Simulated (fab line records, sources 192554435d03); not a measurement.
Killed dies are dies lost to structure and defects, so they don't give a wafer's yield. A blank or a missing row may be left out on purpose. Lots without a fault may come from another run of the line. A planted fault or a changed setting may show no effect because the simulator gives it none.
Chamber matching | flow n5_finfet | N5_MOL_CONTACT_COAG_ALD_123 on ald_sin-04: 4 sister chambers
The step deposits SiNx, target thk 5 nm, pulse time 1 s, purge time 2 s. 7 wafers are shown with their chamber, then 8 later ones without.

WAFERS WITH THEIR CHAMBER
wafer  | chamber | heater_power_w (W) | precursor_pulse_height_rel
L077.6 | 1       | 821                | 0.989
L081.3 | 1       | 819                | 1.014
L086.1 | 2       | 740                | 1.021
L087.1 | 2       | 728                | 0.973
L087.4 | 0       | 858                | 1.005
L087.5 | 3       | 925                | 1.010
L090.1 | 0       | 846                | 0.994

WAFERS WITHOUT THEIR CHAMBER
wafer  | heater_power_w (W) | precursor_pulse_height_rel
L090.2 | 896                | 1.009
L090.6 | 927                | 1.017
L091.1 | 921                | 1.024
L091.3 | 738                | 1.012
L091.5 | 856                | 1.023
L093.1 | 861                | 1.004
L093.4 | 865                | 1.011
L093.5 | 743                | 0.960

WHICH CHAMBER EACH WENT THROUGH
wafer  | from the rows above | in truth
L090.2 | 3                   | 3
L090.6 | 3                   | 3
L091.1 | 3                   | 3
L091.3 | 2                   | 2
L091.5 | 0                   | 0
L093.1 | 0                   | 0
L093.4 | 0                   | 0
L093.5 | 2                   | 2
Placed correctly: 8 of 8. Can't be placed from these rows: 0. Placed wrongly: 0.
How it was worked out, from the rows above alone: a wafer's distance from a chamber is the root of the sum, over the readings, of the square of ((its reading less the chamber's mean) divided by the reading's scatter). The wafer belongs to the nearest chamber; if the next one is less than 2 further off, it can't be placed. A chamber's mean is the mean of its shown wafers. The scatter: the root of (the sum of the squares of (reading less its chamber's mean) over the shown wafers, divided by (wafers less chambers)).
